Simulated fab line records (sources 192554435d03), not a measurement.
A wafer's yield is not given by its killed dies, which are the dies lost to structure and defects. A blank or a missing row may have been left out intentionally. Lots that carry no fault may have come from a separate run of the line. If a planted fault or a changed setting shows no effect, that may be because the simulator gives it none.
fab line records	flow n5Finfet
[record] lots = 7	wafers = 39
route steps=1938 shown BEOL_M15@1809 MIM_TOP_ETCH@1853
startH: the number of hours between the record's first day and the start of the first shown wafer of the lot	waitH: hours since the lot's step before	" repeats the value in the row above	L1.1+2: several wafers, shown together as one row	- value missing, or start not given	* or withheld: withheld	< > ~ a bound
route shown NAME@n: names a module that has steps shown in the file, with the first one's number in the route	usual: average and standard deviation across the fault-free wafers	same: alike in all rows	chamber/n: place in a boat	sites: per-site readings	_std_site: how widely they spread, as a standard deviation	_edge_site: inner sites' mean taken away from outer sites' mean	radiusMm: how far each site lies from the wafer's centre	mask NAME#n: copy n	behind: tool/chamber where the wafer was last shaped	hold: the reason the lot was held/the length of the hold in hours/how it ended	device: the n, p or np transistor that did not switch	end of line: tests run on the same wafers once the route is complete	a step given without rows: its recipe and nothing more	killed: dies lost to structure and defects at the first sort, not the wafer's yield	map: shows each die of a wafer: x if killed, . if not, _ if none is there
set.NAME: the setting the step ran with; set.NAME@STEP: the setting that earlier step ran with	model.NAME: the simulator's own value behind a step, which no gauge read
lots whose settings were changed on purpose; a table a step, a row a wafer
[[steps]]
[step N5_BEOL_M15_TRENCH_ETCH_34]
[recipe] chemistry = C4F8/O2/Ar	target = SiO2	targetDepthA = 8729.3	heInnerTorr = 15	heOuterTorr = 30	timeS = 199	ionEnergyEv = 800	pressureMtorr = 20	sourceW = 1905	biasW = 2040	Ar_flow_sccm = 400	C4F8_flow_sccm = 16	O2_flow_sccm = 12
lot.wafer	tool	chamber	startH	waitH	set.timeS	model.etch.depthNm	model.coat_of_BEOL_M15_COAT_22.thkNm
L079.1	rieDiel-01	0	292.02	0.0	199	860.2	543.6
L079.2	"	1	"	"	270	1184	486
L079.3	"	2	"	"	199	855.4	557.2
L079.4	"	3	"	"	270	1195	477.6
L079.5	"	2	"	"	270	1149	499
L079.6	"	3	"	"	199	878.4	542.2
L085.1	rieDiel-01	1	334.08	0.0	96.28	422.4	637.6
L085.2	"	3	"	"	96.28	422.6	631
L085.3	"	2	"	"	96.28	411.3	642.6
L085.4	"	0	"	"	199	856.4	543.4
L085.5	"	2	"	"	199	852	554
L085.6	"	3	"	"	199	878.5	538.8
L088.1	rieDiel-01	1	340.76	0.0	199	874.2	543.6
L088.2	"	3	"	"	283.4	1257	460
L088.3	"	2	"	"	283.4	1206	481
L088.4	"	0	"	"	199	858.9	537.2
L088.5	"	1	"	"	283.4	1242	470.6
L088.6	"	0	"	"	199	861.6	536.6
L089.1	rieDiel-02	0	359.63	0.0	127.4	569.4	600.6
L089.2	"	2	"	"	199	862.9	546.4
L089.3	"	1	"	"	127.4	549.9	608.4
L089.4	"	2	"	"	199	865.5	545
L089.5	"	0	"	"	199	885	539.4
L089.6	"	1	"	"	127.4	551.8	607.8
L094.1	rieDiel-01	2	388.67	0.0	199	852.2	552.2
L094.2	"	0	"	"	199	865.1	539.6
L094.3	"	1	"	"	199	869.4	548
L094.4	"	0	"	"	199	864	540.2
L094.5	"	1	"	"	199	860.8	552.6
L094.6	"	2	"	"	199	844.6	554
L097.1	rieDiel-05	3	390.73	0.0	199	878.2	543
L097.2	"	2	"	"	280.6	1201	482.6
L097.3	"	0	"	"	199	872.9	543
L097.4	"	1	"	"	199	845.7	552.2
L097.5	"	0	"	"	280.6	1232	473.8
L097.6	"	3	"	"	280.6	1231	469.4
L096.4	rieDiel-01	1	398.61	0.1	199	862.6	543.4
L096.5	"	3	"	"	199	877.4	536.2
L096.6	"	0	"	"	199	866.5	536.2
[step N5_BEOL_M15_STRIP_36]
[recipe] chemistry = O2	powerW = 600	tempC = 60	pressureMtorr = 30	rfFrequencyHz = 6e+07	biasPowerW = 0	overashFraction = 0.3	o2FlowSccm = 225
[step N5_BEOL_M15_ECD_47]
[recipe] material = Cu	targetThkA = 18600
[step N5_BEOL_M15_ANNEAL_48]
[recipe] tempC = 225	timeS = 90	ambient = N2
[step N5_BEOL_M15_CMP_49]
[recipe] stopOn = SiO2	tOverpolishS = 4.9	downForcePsi = 2	platenRpm = 80	clearingPlatenDownForcePsi = 2	clearingPlatenRpm = 80	postCmpClean = cuAlkaline	targetThkNm = 850	clearingPlatenPadVelocityMS = 1.5917	padVelocityMS = 1.5917
lot.wafer	tool	chamber	startH	waitH	set.timeS@BEOL_M15_TRENCH_ETCH_34	model.Cu_of_BEOL_M15_ECD_47.thkNm
L079.4	cmp-01	0	295.27	0.1	270	1173
L079.1	"	1	"	"	199	836.2
L079.3	"	2	"	"	199	832.8
L079.2	"	3	"	"	270	1163
L079.6	"	0	"	"	199	856.6
L079.5	"	1	"	"	270	1127
L085.2	cmp-01	2	337.99	0.2	96.28	399.8
L085.1	"	3	"	"	96.28	400.2
L085.4	"	0	"	"	199	833.2
L085.3	"	1	"	"	96.28	388.4
L085.5	"	2	"	"	199	829.8
L085.6	"	3	"	"	199	857.4
L088.3	cmp-01	3	342.51	0.2	283.4	1184
L088.2	"	0	"	"	283.4	1234
L088.4	"	1	"	"	199	836.4
L088.1	"	2	"	"	199	851.4
L088.5	"	3	"	"	283.4	1220
L088.6	"	0	"	"	199	838.4
L089.4	cmp-03	1	370.86	0.1	199	841.2
L089.1	"	2	"	"	127.4	547
L089.3	"	3	"	"	127.4	526.4
L089.2	"	0	"	"	199	838.6
L089.6	"	1	"	"	127.4	529.2
L089.5	"	2	"	"	199	862.2
L094.2	cmp-01	1	391.16	0.2	199	842.8
L094.3	"	2	"	"	199	847.2
L094.4	"	3	"	"	199	843.2
L094.1	"	0	"	"	199	830.2
L094.6	"	1	"	"	199	820.4
L094.5	"	2	"	"	199	838.2
L097.3	cmp-03	0	394.83	0.2	199	846.4
L097.2	"	1	"	"	280.6	1175
L097.4	"	2	"	"	199	821.4
L097.1	"	3	"	"	199	851.4
L097.5	"	0	"	"	280.6	1207
L097.6	"	1	"	"	280.6	1206
L096.4	cmp-03	0	404.90	0.2	199	838.4
L096.6	"	2	"	"	199	843.4
L096.5	"	3	"	"	199	852.8
[step N5_BEOL_M15_THK_MEAS_50]
[recipe] thkMeasGauge = xrf	reads = Cu_of_BEOL_M15_ECD_47
[usual] M15_THK = 833/15
lot.wafer	tool	chamber	startH	waitH	set.timeS@BEOL_M15_TRENCH_ETCH_34	M15_THK[nm]
L079.1	filmMetro-02	-	295.56	-	199	822
L079.2	"	-	"	"	270	1145
L079.3	"	-	"	"	199	820
L079.4	"	-	"	"	270	1153
L079.5	"	-	"	"	270	1110
L079.6	"	-	"	"	199	843
L085.1	filmMetro-02	-	338.28	-	96.28	-
L085.2	"	-	"	"	96.28	393
L085.3	"	-	"	"	96.28	384
L085.4	"	-	"	"	199	-
L085.5	"	-	"	"	199	-
L085.6	"	-	"	"	199	849
L088.1	filmMetro-02	-	342.80	-	199	843
L088.2	"	-	"	"	283.4	1213
L088.3	"	-	"	"	283.4	1166
L088.4	"	-	"	"	199	823
L088.5	"	-	"	"	283.4	1200
L088.6	"	-	"	"	199	825
L089.1	filmMetro-01	-	371.15	-	127.4	542
L089.2	"	-	"	"	199	828
L089.3	"	-	"	"	127.4	-
L089.4	"	-	"	"	199	-
L089.5	"	-	"	"	199	853
L089.6	"	-	"	"	127.4	-
L094.1	filmMetro-01	-	391.46	-	199	816
L094.2	"	-	"	"	199	832
L094.3	"	-	"	"	199	837
L094.4	"	-	"	"	199	831
L094.5	"	-	"	"	199	829
L094.6	"	-	"	"	199	810
L097.1	filmMetro-02	-	395.12	-	199	839
L097.2	"	-	"	"	280.6	-
L097.3	"	-	"	"	199	-
L097.4	"	-	"	"	199	809
L097.5	"	-	"	"	280.6	-
L097.6	"	-	"	"	280.6	1188
L096.4	filmMetro-02	-	405.12	-	199	831
L096.5	"	-	"	"	199	841
L096.6	"	-	"	"	199	836
[step N5_BEOL_M15_PRE_CLEAN_52]
[recipe] gas = NH3	timeS = 15	tempC = withheld	rfPowerW = 300
[step N5_BEOL_M15_DEP_53]
[recipe] material = SiCN	targetThkA = 500	tempC = withheld	precursor = 3MS/NH3	pressureTorr = 3	rfW = 675	timeS = 17.8
[step N5_BEOL_M15_RS_MEAS_54]
[recipe] thkMeasGauge = four-point-probe	reads = Cu_of_BEOL_M15_ECD_47+Ta_of_BEOL_M15_SPUTTER_44+TaN_of_BEOL_M15_SPUTTER_43
[usual] M15_RS = 0.0218/0.00037
lot.wafer	tool	chamber	startH	waitH	set.timeS@BEOL_M15_TRENCH_ETCH_34	M15_RS[ohm/sq]
L079.1	filmMetro-02	-	295.69	0.0	199	0.0219
L079.2	"	-	"	"	270	0.0157
L079.3	"	-	"	"	199	0.0220
L079.4	"	-	"	"	270	0.0156
L079.5	"	-	"	"	270	0.0162
L079.6	"	-	"	"	199	0.0215
L085.1	filmMetro-01	-	338.41	0.0	96.28	-
L085.2	"	-	"	"	96.28	0.0465
L085.3	"	-	"	"	96.28	0.0480
L085.4	"	-	"	"	199	-
L085.5	"	-	"	"	199	-
L085.6	"	-	"	"	199	0.0213
L088.1	filmMetro-02	-	342.96	0.1	199	0.0215
L088.2	"	-	"	"	283.4	0.0148
L088.3	"	-	"	"	283.4	0.0154
L088.4	"	-	"	"	199	0.0219
L088.5	"	-	"	"	283.4	0.0150
L088.6	"	-	"	"	199	0.0219
L089.1	filmMetro-02	-	371.28	0.0	127.4	0.0339
L089.2	"	-	"	"	199	0.0219
L089.3	"	-	"	"	127.4	-
L089.4	"	-	"	"	199	-
L089.5	"	-	"	"	199	0.0213
L089.6	"	-	"	"	127.4	-
L094.1	filmMetro-01	-	391.58	0.0	199	0.0221
L094.2	"	-	"	"	199	0.0217
L094.3	"	-	"	"	199	0.0216
L094.4	"	-	"	"	199	0.0217
L094.5	"	-	"	"	199	0.0218
L094.6	"	-	"	"	199	0.0223
L097.1	filmMetro-01	-	395.27	0.1	199	0.0215
L097.2	"	-	"	"	280.6	-
L097.3	"	-	"	"	199	-
L097.4	"	-	"	"	199	0.0223
L097.5	"	-	"	"	280.6	-
L097.6	"	-	"	"	280.6	0.0151
L096.4	filmMetro-02	-	405.25	0.0	199	0.0219
L096.5	"	-	"	"	199	0.0215
L096.6	"	-	"	"	199	0.0217
[step N5_MIM_TOP_ETCH_PECVD_03]
[recipe] material = SiNx	targetThkA = 200	tempC = 400	precursor = SiH4/NH3/N2	pressureTorr = 1.5	rfW = 300	timeS = 17.6
lot.wafer	tool	chamber	startH	waitH	set.timeS	model.SiNx_of_MIM_TOP_ETCH_PECVD_03.thkNm
L079.1+5	pecvd-02	2,0	298.75	-	17.6	20
L079.2+6	"	1,2	"	"	20.92	23.8
L079.3	"	0	"	"	17.6	19.8
L079.4	"	1	"	"	20.92	24.4
L085.1+3	pecvd-01	2,0	342.37	-	25.5	28.8
L085.2	"	1	"	"	17.6	19.8
L085.4	"	2	"	"	17.6	20.2
L085.5	"	0	"	"	17.6	20.4
L085.6	"	1	"	"	25.5	29.2
L088.1	pecvd-03	1	346.43	-	17.6	20
L088.2+5	"	0	"	"	13.98	16
L088.3	"	2	"	"	17.6	19.6
L088.4	"	2	"	"	17.6	19.8
L088.6	"	1	"	"	13.98	15.8
L089.1	pecvd-03	0	375.83	-	17.6	20
L089.2+5	"	1,2	"	"	17.6	19.8
L089.3	"	2	"	"	17.6	19.4
L089.4	"	0	"	"	17.6	20.4
L089.6	"	1	"	"	17.6	20.2
L094.1+2+3+4+6	pecvd-01	2,0,2,0,0	395.34	-	17.6	19.8
L094.5	"	2	"	"	17.6	20
L097.1+6	pecvd-02	1,0	398.92	-	17.6	20
L097.2+3	"	0,2	"	"	17.6	19.8
L097.4	"	2	"	"	17.6	20.2
L097.5	"	1	"	"	17.6	20.4
L096.4	pecvd-03	0	411.97	-	17.6	19.6
L096.5	"	2	"	"	17.6	20
L096.6	"	1	"	"	17.6	19.8
[[key]]
[split] step = N5_BEOL_M15_TRENCH_ETCH_34	setting = timeS	stated = 199	by = wafer
[response] step = N5_BEOL_M15_TRENCH_ETCH_34	reading = model.etch.depthNm	change = +8.68	per = 1%	r = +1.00
[response] step = N5_BEOL_M15_TRENCH_ETCH_34	reading = model.coat_of_BEOL_M15_COAT_22.thkNm	change = -1.71	per = 1%	r = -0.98
[response] step = N5_BEOL_M15_CMP_49	reading = model.Cu_of_BEOL_M15_ECD_47.thkNm	change = +8.68	per = 1%	r = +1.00
[response] step = N5_BEOL_M15_THK_MEAS_50	reading = M15_THK	change = +8.67	per = 1%	r = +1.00
[response] step = N5_BEOL_M15_RS_MEAS_54	reading = M15_RS	change = -0.000253	per = 1%	r = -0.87
[split] step = N5_MIM_TOP_ETCH_PECVD_03	setting = timeS	stated = 17.6	by = wafer
[response] step = N5_MIM_TOP_ETCH_PECVD_03	reading = model.SiNx_of_MIM_TOP_ETCH_PECVD_03.thkNm	change = +0.197	per = 1%	r = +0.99
